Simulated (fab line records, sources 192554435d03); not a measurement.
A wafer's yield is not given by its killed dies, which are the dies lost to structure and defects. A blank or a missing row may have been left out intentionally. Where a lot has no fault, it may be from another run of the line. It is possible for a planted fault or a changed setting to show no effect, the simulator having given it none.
fab line records ; flow n5Finfet
record lots=6; wafers=17; lastDay=19
route steps=1938 shown BEOL_M13@1661 PASSIVATION@1936
lots with no fault: from the same line, run without faults
startH: start of the lot's first displayed wafer, in hours after the record's first day ; waitH: time in hours since the lot's previous step ; " the same as in the row above ; L1.1+2: one row covering several wafers at once ; - value missing, or start not given ; * or withheld: withheld ; < > ~ a bound
route shown NAME@n: names a module that has steps shown in the file, with the first one's number in the route ; usual: mean and standard deviation over wafers with no fault ; same: alike in all rows ; chamber/n: place in a boat ; sites: each site's reading ; _std_site: standard deviation across them ; _edge_site: the outer-site mean with the inner-site mean subtracted ; radiusMm: for every site, how far away it sits from the centre of the wafer ; mask NAME#n: copy n ; behind: the last tool/chamber to shape the wafer ; hold: cause of the lot's hold/its duration in hours/its outcome ; device: the n, p or np transistor that did not switch ; end of line: tests of these same wafers at the route's end ; a step with no rows: only its recipe ; killed: not the wafer's yield, but the dies lost to structure and defects at the first sort ; map: dies across one wafer; x = killed, . = not, _ = none there
set.NAME: the setting that was run; set.NAME@STEP: the one run at that earlier step ; model.NAME: the simulator's own value behind a step, which no gauge read
lots at selected steps of the route; one table per step, one row per wafer
services: from which hour (startH, from the record's first day; less than 0 if before it) a tool's chamber was out of use, for how many hours, and why
## steps
# step N5_BEOL_M13_COAT_58
# recipe resist=BARC; tempC=205; timeS=60; spinRpm=1500; resistThkNm=89
# step N5_BEOL_M13_COAT_04
# recipe spinRpm=1625; resistThkNm=400
# step N5_BEOL_M13_EBR_06
# recipe solvent=PGMEA; ebrWidthMm=1.5
# step N5_BEOL_M13_SOFTBAKE_05
# recipe tempC=130; timeS=60
# step N5_BEOL_M13_EXPOSE_07
# recipe maskId=V12; na=0.93; sourceShape=conventional; sigmaOuter=0.6; polarization=unpolarized; attpsmPhaseDeg=180; doseMj=24.8
# step N5_BEOL_M13_PEB_08
# recipe pebTempC=130; pebTimeS=90
# step N5_BEOL_M13_DEVELOP_09
# recipe developTimeS=45; rinseLiquid=diw; dry=airSpin; devTempC=21
# step N5_BEOL_M13_HARDBAKE_14
# recipe tempC=130; timeS=120
# step N5_BEOL_M13_CD_MEAS_10
# recipe targetCdNm=190; landingEnergyEv=500; detector=seInlens; polarity=opening
# usual cdNm=189.7/1.5
lot.wafer;tool;chamber;startH;waitH;cdNm
L654.1;cdSem-03;0;257.59;-;187.3
L654.4;cdSem-03;0;257.59;-;187.6
L654.5;cdSem-03;0;257.59;-;187.6
L658.2;cdSem-03;0;270.09;-;190.6
L658.4;cdSem-03;0;270.09;-;189.3
L658.5;cdSem-03;0;270.09;-;189.8
L665.1;cdSem-01;0;311.75;-;190.5
L665.2;cdSem-01;0;311.75;-;192.0
L665.6;cdSem-01;0;311.75;-;190.9
L674.1;cdSem-03;0;385.60;-;187.2
L674.4;cdSem-03;0;385.60;-;191.0
L674.5;cdSem-03;0;385.60;-;187.8
L675.1;cdSem-02;0;410.32;-;190.3
L675.5;cdSem-02;0;410.32;-;189.9
L675.6;cdSem-02;0;410.32;-;191.5
L677.5;cdSem-02;0;410.99;-;192.0
L677.6;cdSem-02;0;410.99;-;191.4
# step N5_BEOL_M13_OVL_MEAS_11
# recipe pointsPerWafer=44
# usual V12_OVL=-1/5
lot.wafer;tool;chamber;startH;waitH;V12_OVL[nm]
L654.1;overlay-01;0;257.62;0.0;-3
L654.4;overlay-01;0;257.62;0.0;4
L654.5;overlay-01;0;257.62;0.0;-4
L658.2;overlay-02;0;270.12;0.0;5
L658.4;overlay-02;0;270.12;0.0;8
L658.5;overlay-02;0;270.12;0.0;3
L665.1;overlay-02;0;311.78;0.0;0
L665.2;overlay-02;0;311.78;0.0;7
L665.6;overlay-02;0;311.78;0.0;-5
L674.1;overlay-01;0;385.63;0.0;0
L674.4;overlay-01;0;385.63;0.0;6
L674.5;overlay-01;0;385.63;0.0;1
L675.1;overlay-02;0;410.35;0.0;-1
L675.5;overlay-02;0;410.35;0.0;3
L675.6;overlay-02;0;410.35;0.0;-4
L677.5;overlay-01;0;411.02;0.0;-4
L677.6;overlay-01;0;411.02;0.0;1
# step N5_BEOL_M13_INSPECT_12
# recipe mode=adi; inspectInstrument=macro
# usual rawDefectCount=2.1/1.5
lot.wafer;tool;chamber;startH;waitH;rawDefectCount
L654.1;defectInspect-02;-;257.64;0.0;2
L654.4;defectInspect-02;-;257.64;0.0;3
L654.5;defectInspect-02;-;257.64;0.0;4
L658.2;defectInspect-02;-;270.14;0.0;1
L658.4;defectInspect-02;-;270.14;0.0;2
L658.5;defectInspect-02;-;270.14;0.0;1
L665.1;defectInspect-01;-;311.80;0.0;4
L665.2;defectInspect-01;-;311.80;0.0;0
L665.6;defectInspect-01;-;311.80;0.0;3
L674.1;defectInspect-01;-;385.65;0.0;0
L674.4;defectInspect-01;-;385.65;0.0;0
L674.5;defectInspect-01;-;385.65;0.0;2
L675.1;defectInspect-02;-;410.38;0.0;3
L675.5;defectInspect-02;-;410.38;0.0;3
L675.6;defectInspect-02;-;410.38;0.0;4
L677.5;defectInspect-01;-;411.04;0.0;6
L677.6;defectInspect-01;-;411.04;0.0;2
# step N5_BEOL_M13_DESCUM_15
# recipe chemistry=O2; timeS=7.9; sourcePowerW=50; biasPowerW=20; pressureMtorr=20; rfFrequencyHz=2.712e+07; tempC=40; o2FlowSccm=225
# usual drypumpMotorCurrentA=5.9/0.53; oesProductAu=0.80/0.082; rfFwdPowerW=49.47/0.23; rfVppV=243.5/1.3; showerheadPlenumPTorr=2.10/0.066; throttleValvePct=20.32/0.23
# same timeS=7.9
lot.wafer;tool;chamber;startH;waitH;drypumpMotorCurrentA;oesProductAu;rfFwdPowerW;rfHoursCounterH;rfVppV;showerheadPlenumPTorr;throttleValvePct
L654.1;rieDiel-01;0;257.77;0.1;6.4;0.80;49.27;129;244.9;2.09;20.12
L654.4;rieDiel-01;1;257.77;0.1;5.8;0.86;49.92;60;244.1;2.22;19.99
L654.5;rieDiel-01;3;257.77;0.1;5.4;0.91;49.52;-;242.6;2.06;20.10
L658.2;rieDiel-01;2;270.18;0.0;5.7;0.82;49.04;71;243.4;2.11;20.28
L658.4;rieDiel-01;3;270.18;0.0;5.4;0.90;49.67;24;243.2;2.06;20.08
L658.5;rieDiel-01;0;270.18;0.0;6.5;0.79;49.62;-;243.5;2.09;20.10
L665.1;rieDiel-03;3;311.94;0.1;6.7;0.84;49.54;64;244.0;2.12;20.25
L665.2;rieDiel-03;1;311.94;0.1;6.1;0.70;49.54;212;245.4;2.14;20.88
L665.6;rieDiel-03;1;311.94;0.1;6.0;0.70;49.55;-;244.0;2.14;20.86
L674.1;rieDiel-03;3;385.68;0.0;6.6;0.81;49.49;85;241.6;2.11;20.26
L674.4;rieDiel-03;0;385.68;0.0;4.9;0.73;49.47;199;242.8;2.08;20.24
L674.5;rieDiel-03;3;385.68;0.0;6.6;0.81;49.40;-;244.5;2.11;20.26
L675.1;rieDiel-03;3;410.41;0.0;6.6;0.81;49.71;92;243.3;2.11;20.27
L675.5;rieDiel-03;0;410.41;0.0;4.9;0.73;49.37;-;243.7;2.07;20.26
L675.6;rieDiel-03;1;410.41;0.0;6.1;0.68;49.24;-;246.3;2.13;20.90
L677.5;rieDiel-02;2;411.09;0.0;6.4;0.83;49.46;-;241.8;2.02;20.46
L677.6;rieDiel-02;1;411.09;0.0;5.2;0.95;49.29;-;245.7;2.23;20.33
# step N5_BEOL_M13_ETCH_59
# recipe chemistry=N2/H2; target=BARC; targetDepthA=890; overetchA=267; timeS=67.9; ionEnergyEv=200; pressureMtorr=30; sourceW=840; biasW=150; n2FlowSccm=200; h2FlowSccm=200
# usual drypumpMotorCurrentA=5.9/0.52; oesProductAu=0.68/0.066; rfFwdPowerW=833.9/2.8; rfVppV=524.3/2.3; showerheadPlenumPTorr=2.56/0.082; throttleValvePct=17.77/0.28
# same timeS=67.9
lot.wafer;tool;chamber;startH;waitH;drypumpMotorCurrentA;oesProductAu;rfFwdPowerW;rfHoursCounterH;rfVppV;showerheadPlenumPTorr;throttleValvePct;model.coat_of_BEOL_M13_COAT_04.thkNm
L654.1;rieDiel-01;0;257.80;0.0;6.4;0.67;833.4;129;524.9;2.55;17.70;318
L654.4;rieDiel-01;1;257.80;0.0;5.8;0.73;833.7;60;528.0;2.69;17.41;314
L654.5;rieDiel-01;3;257.80;0.0;5.4;0.77;833.9;-;522.7;2.48;17.27;315.8
L658.2;rieDiel-01;2;270.21;0.0;5.7;0.70;832.2;71;524.2;2.60;17.87;317.2
L658.4;rieDiel-01;3;270.21;0.0;5.4;0.77;830.2;24;522.3;2.47;17.27;314.8
L658.5;rieDiel-01;0;270.21;0.0;6.4;0.67;836.8;-;524.8;2.55;17.71;316.6
L665.1;rieDiel-03;3;311.98;0.0;6.6;0.71;836.4;64;525.1;2.58;17.62;316.4
L665.2;rieDiel-03;1;311.98;0.0;6.0;0.60;833.4;212;525.9;2.62;18.37;318.6
L665.6;rieDiel-03;1;311.98;0.0;6.0;0.60;834.9;-;528.5;2.62;18.40;319.4
L674.1;rieDiel-03;3;385.72;0.0;6.6;0.69;834.8;85;524.1;2.57;17.66;268.2
L674.4;rieDiel-03;0;385.72;0.0;4.9;0.63;832.9;199;524.3;2.52;17.70;272.8
L674.5;rieDiel-03;3;385.72;0.0;6.6;0.70;834.4;-;523.8;2.57;17.68;267.4
L675.1;rieDiel-03;3;410.45;0.0;6.6;0.69;835.4;92;524.3;2.57;17.67;267.8
L675.5;rieDiel-03;0;410.45;0.0;4.9;0.62;836.3;-;524.3;2.51;17.72;273.2
L675.6;rieDiel-03;1;410.45;0.0;6.1;0.58;832.6;-;525.4;2.61;18.44;273.8
L677.5;rieDiel-02;2;411.14;0.0;6.4;0.71;837.9;-;522.9;2.46;17.91;318.6
L677.6;rieDiel-02;1;411.14;0.0;5.2;0.80;831.9;-;528.3;2.71;17.78;315.8
# step N5_BEOL_M13_VIA_ETCH_16
# recipe chemistry=C4F8/O2/Ar; target=SiOC; pressureMtorr=30; sourceW=3000; biasW=700; Ar_flow_sccm=400; C4F8_flow_sccm=15; O2_flow_sccm=8; heInnerTorr=15; heOuterTorr=30; targetDepthA=9217; timeS=withheld; ionEnergyEv=250; ends=cleared
# usual drypumpMotorCurrentA=5.9/0.53; heOuterTorr=30.00/0.058; oesProductAu=0.72/0.073; rfFwdPowerW=2994/9.3; rfVppV=666.0/2.7; showerheadPlenumPTorr=3.44/0.098; throttleValvePct=24.12/0.27
lot.wafer;tool;chamber;startH;waitH;drypumpMotorCurrentA;heOuterTorr;oesProductAu;rfFwdPowerW;rfVppV;showerheadPlenumPTorr;throttleValvePct;model.coat_of_BEOL_M13_COAT_04.thkNm
L654.1;rieDiel-01;0;257.85;0.0;6.5;30.00;0.71;2985;664.9;3.41;23.86;72.6
L654.4;rieDiel-01;1;257.85;0.0;5.7;29.90;0.77;3007;670.7;3.58;23.60;69.8
L654.5;rieDiel-01;3;257.85;0.0;5.3;30.03;0.81;2989;663.8;3.36;23.82;69
L658.2;rieDiel-01;2;270.26;0.0;5.7;30.05;0.74;2990;667.5;3.46;24.09;69.8
L658.4;rieDiel-01;3;270.26;0.0;5.4;29.99;0.81;3004;663.6;3.36;23.83;62.6
L658.5;rieDiel-01;0;270.26;0.0;6.5;29.92;0.72;3004;665.9;3.41;23.88;64.2
L665.1;rieDiel-03;3;312.03;0.0;6.7;29.94;0.75;2983;666.3;3.48;24.08;69.8
L665.2;rieDiel-03;1;312.03;0.0;6.1;29.93;0.63;3006;666.6;3.50;24.66;78.2
L665.6;rieDiel-03;1;312.03;0.0;6.0;30.00;0.63;3005;668.1;3.50;24.63;72.6
L674.1;rieDiel-03;3;385.77;0.0;6.6;30.05;0.74;2993;666.7;3.47;24.09;21.2
L674.4;rieDiel-03;0;385.77;0.0;4.9;29.85;0.66;2985;664.6;3.40;23.96;19.6
L674.5;rieDiel-03;3;385.77;0.0;6.6;30.03;0.74;2986;665.8;3.47;24.10;18.8
L675.1;rieDiel-03;3;410.50;0.0;6.6;30.04;0.72;2995;666.7;3.46;24.10;25.8
L675.5;rieDiel-03;0;410.50;0.0;4.9;29.95;0.66;2993;663.7;3.39;23.99;21.8
L675.6;rieDiel-03;1;410.50;0.0;6.0;29.90;0.61;2976;667.1;3.49;24.69;24.8
L677.5;rieDiel-02;2;411.27;0.1;6.4;29.99;0.75;3005;663.1;3.32;24.30;71.4
L677.6;rieDiel-02;1;411.27;0.1;5.2;30.05;0.85;2987;670.9;3.66;24.37;72
# step N5_BEOL_M13_STRIP_63
# recipe chemistry=N2/H2; powerW=1000; tempC=250; h2Frac=0.65; overashFraction=0.3; pressureMtorr=1000; n2FlowSccm=1750; h2FlowSccm=3250
# usual drypumpMotorCurrentA=6.19/0.22; heaterPowerW=354/33; oesProductAu=0.674/0.0047; stripTimeToEndpointS=27.5/0.99
lot.wafer;tool;chamber;startH;waitH;drypumpMotorCurrentA;heaterPowerW;oesProductAu;rfHoursCounterH;stripTimeToEndpointS
L654.1;plasmaAsher-02;0;258.09;-;5.98;305;0.675;132;28.4
L654.4;plasmaAsher-02;1;258.09;-;6.55;397;0.680;-;27.6
L654.5;plasmaAsher-02;0;258.09;-;5.98;309;0.675;-;27.4
L658.2;plasmaAsher-02;1;270.50;-;6.55;382;0.677;135;27.6
L658.4;plasmaAsher-02;0;270.50;-;5.98;308;0.669;-;25.5
L658.5;plasmaAsher-02;1;270.50;-;6.54;398;0.673;-;25.9
L665.1;plasmaAsher-01;0;312.26;-;6.11;371;0.676;80;27.6
L665.2;plasmaAsher-01;1;312.26;-;6.11;360;0.678;80;30.1
L665.6;plasmaAsher-01;0;312.26;-;6.11;374;0.676;-;28.4
L674.1;plasmaAsher-02;0;386.01;-;5.96;295;0.569;158;11.9
L674.4;plasmaAsher-02;0;386.01;-;5.98;304;0.551;-;11.3
L674.5;plasmaAsher-02;0;386.01;-;5.97;310;0.537;-;11.0
L675.1;plasmaAsher-02;0;410.73;-;5.95;311;0.622;162;13.6
L675.5;plasmaAsher-02;1;410.73;-;6.55;387;0.579;-;12.2
L675.6;plasmaAsher-02;0;410.73;-;5.95;304;0.625;-;13.2
L677.5;plasmaAsher-01;1;411.44;-;6.11;360;0.681;-;28.1
L677.6;plasmaAsher-01;0;411.44;-;6.14;364;0.679;-;28.3
# step N5_BEOL_M13_STRIP_64
# recipe chemistry=N2/H2; powerW=1000; tempC=250; h2Frac=0.65; overashFraction=0.3; pressureMtorr=withheld; n2FlowSccm=1750; h2FlowSccm=3250
# usual drypumpMotorCurrentA=6.20/0.22; heaterPowerW=354/33; oesProductAu=0.715/0.0049; stripTimeToEndpointS=31.32/0.086
lot.wafer;tool;chamber;startH;waitH;drypumpMotorCurrentA;heaterPowerW;oesProductAu;rfHoursCounterH;stripTimeToEndpointS
L654.1;plasmaAsher-02;0;258.15;0.0;5.98;304;0.713;132;31.25
L654.4;plasmaAsher-02;1;258.15;0.0;6.55;379;0.724;-;31.19
L654.5;plasmaAsher-02;0;258.15;0.0;5.96;306;0.717;-;31.21
L658.2;plasmaAsher-02;1;270.56;0.0;6.56;401;0.721;135;31.28
L658.4;plasmaAsher-02;0;270.56;0.0;5.97;304;0.715;-;31.21
L658.5;plasmaAsher-02;1;270.56;0.0;6.55;399;0.719;-;31.25
L665.1;plasmaAsher-01;0;312.32;0.0;6.12;367;0.715;80;31.31
L665.2;plasmaAsher-01;1;312.32;0.0;6.12;355;0.714;80;31.44
L665.6;plasmaAsher-01;0;312.32;0.0;6.10;367;0.709;-;31.36
L674.1;plasmaAsher-02;0;386.07;0.0;5.96;310;0.714;158;31.19
L674.4;plasmaAsher-02;0;386.07;0.0;5.97;306;0.716;-;31.27
L674.5;plasmaAsher-02;0;386.07;0.0;5.98;303;0.713;-;31.20
L675.1;plasmaAsher-02;0;410.79;0.0;5.99;301;0.718;162;31.28
L675.5;plasmaAsher-02;1;410.79;0.0;6.54;377;0.713;-;31.25
L675.6;plasmaAsher-02;0;410.79;0.0;5.98;297;0.712;-;31.27
L677.5;plasmaAsher-01;1;411.50;0.0;6.15;353;0.707;-;31.39
L677.6;plasmaAsher-01;0;411.50;0.0;6.09;372;0.710;-;31.33
# step N5_BEOL_M13_STRIP_71
# recipe chemistry=postEtchResidueRemover; timeS=60; tempC=25; removerPh=withheld; removerWaterWtPct=withheld; removerFluorideWtPct=withheld
# step N5_BEOL_M13_SRD_72
# recipe timeS=30; tempC=23; rinseLiquid=diw; dry=n2Spin; spinRpm=1500; dryTimeS=30
# step N5_BEOL_M13_CD_MEAS_17
# recipe targetCdNm=190; polarity=opening
# usual cdNm=190.3/1.8
lot.wafer;tool;chamber;startH;waitH;cdNm
L654.1;cdSem-02;-;258.30;0.0;188.2
L654.4;cdSem-02;-;258.30;0.0;188.9
L654.5;cdSem-02;-;258.30;0.0;190.3
L658.2;cdSem-01;-;270.71;0.0;190.3
L658.4;cdSem-01;-;270.71;0.0;190.6
L658.5;cdSem-01;-;270.71;0.0;190.5
L665.1;cdSem-03;-;312.47;0.0;191.7
L665.2;cdSem-03;-;312.47;0.0;194.1
L665.6;cdSem-03;-;312.47;0.0;192.6
L674.1;cdSem-03;-;386.21;0.0;197.7
L674.4;cdSem-03;-;386.21;0.0;200.5
L674.5;cdSem-03;-;386.21;0.0;198.6
L675.1;cdSem-01;-;410.94;0.0;201.9
L675.5;cdSem-01;-;410.94;0.0;200.0
L675.6;cdSem-01;-;410.94;0.0;201.8
L677.5;cdSem-01;-;411.61;0.0;190.3
L677.6;cdSem-01;-;411.61;0.0;191.0
# step N5_BEOL_M13_COAT_65
# recipe resist=SOC; tempC=250; timeS=60; spinRpm=1500; resistThkNm=350
# step N5_PASSIVATION_PROBE_49
# usual defectLimitedYield=91.0/1.6; killed_at_M0_to_M3=35/11; killed_at_M4_up=14/5.3; killedAtContacts=13/6.7; killedAtFrontEnd=41/12; killedAtOther=3.9/2.7; killedDies=106/19; killedOpen=70/14; killedShort=35/8.8; sort_bin_5_function=5.3/1; sort_bin_6_memory=3.3/0.81; sortNPass=1073/19; sortYieldPct=91.0/1.6
# same grossDies=1180; killedAtBackSide=0; sort_bin_4_leakage[%]=0; sort_bin_8_speed[%]=0
lot.wafer;tool;chamber;startH;waitH;defectLimitedYield[%];killed_at_M0_to_M3;killed_at_M4_up;killedAtContacts;killedAtFrontEnd;killedAtOther;killedDies;killedOpen;killedShort;sort_bin_5_function[%];sort_bin_6_memory[%];sortNPass;sortYieldPct[%]
L675.5;prober-01;-;442.52;0.2;90.2;34;23;12;46;1;116;86;28;5.3;4.0;1064;90.2
# killed by level:class
L675.5 BEOL_M4:geometricParticle:open=13 FIN_SAQP:geometricParticle:short=11 MOL_CONTACT_COAG:geometricParticle:open=11 STI_FIN_REVEAL:geometricParticle:open=8 BEOL_M2:geometricParticle:open=8 BEOL_M0_SAQP:geometricParticle:open=8 FIN_SAQP:geometricParticle:open=7 BEOL_M1:geometricParticle:open=7
## services
tool;chamber;startH;hours;kind
plasmaAsher-02;-;268.40;0.4;repair
rieDiel-01;-;271.77;2.8;pm
rieDiel-02;0;275.91;6.9;repair
rieDiel-01;2;285.53;14.8;repair
rieDiel-02;3;302.17;-;clean
rieDiel-02;3;302.17;-;consumableReplace:focusRing
rieDiel-02;3;302.17;-;consumableReplace:showerhead
rieDiel-02;3;302.17;17.7;scheduledDown
rieDiel-02;3;302.17;17.7;ventCycle
rieDiel-02;1;320.25;-;clean
rieDiel-02;1;320.25;-;consumableReplace:esc
rieDiel-02;1;320.25;-;consumableReplace:focusRing
rieDiel-02;1;320.25;-;consumableReplace:showerhead
rieDiel-02;1;320.25;34.3;scheduledDown
rieDiel-02;1;320.25;34.3;ventCycle
plasmaAsher-01;-;350.58;0.3;repair
rieDiel-01;-;402.47;2.1;repair
## key
firstSign step=N5_BEOL_M13_STRIP_63; reading=oesProductAu; direction=down; sigmas=20; usual=0.674; struck=0.580
effect step=N5_BEOL_M13_STRIP_63; reading=stripTimeToEndpointS; direction=down; sigmas=15; usual=*; struck=*
effect step=N5_BEOL_M13_CD_MEAS_17; reading=cdNm; direction=up; sigmas=5.4; usual=190.3; struck=200.1
modelEffect step=N5_BEOL_M13_ETCH_59; value=coat_of_BEOL_M13_COAT_04.thkNm; without=317; struck=270.5
modelEffect step=N5_BEOL_M13_VIA_ETCH_16; value=coat_of_BEOL_M13_COAT_04.thkNm; without=68.53; struck=22
metAt N5_BEOL_M13_ETCH_59
struckWafers L674.1,L674.4,L674.5,L675.1,L675.5,L675.6
onsetBetween 311.98 385.72
alsoFits N5_BEOL_M13_DESCUM_15:rieDiel-03,N5_BEOL_M13_VIA_ETCH_16:rieDiel-03,N5_BEOL_M13_STRIP_63:plasmaAsher-02
fault kind=processParameterDrift; tool=rieDiel-03; chamber=-; onsetH=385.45; steps=N5_BEOL_M13_ETCH_59; channel=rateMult; offset=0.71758; shape=step; endH=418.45
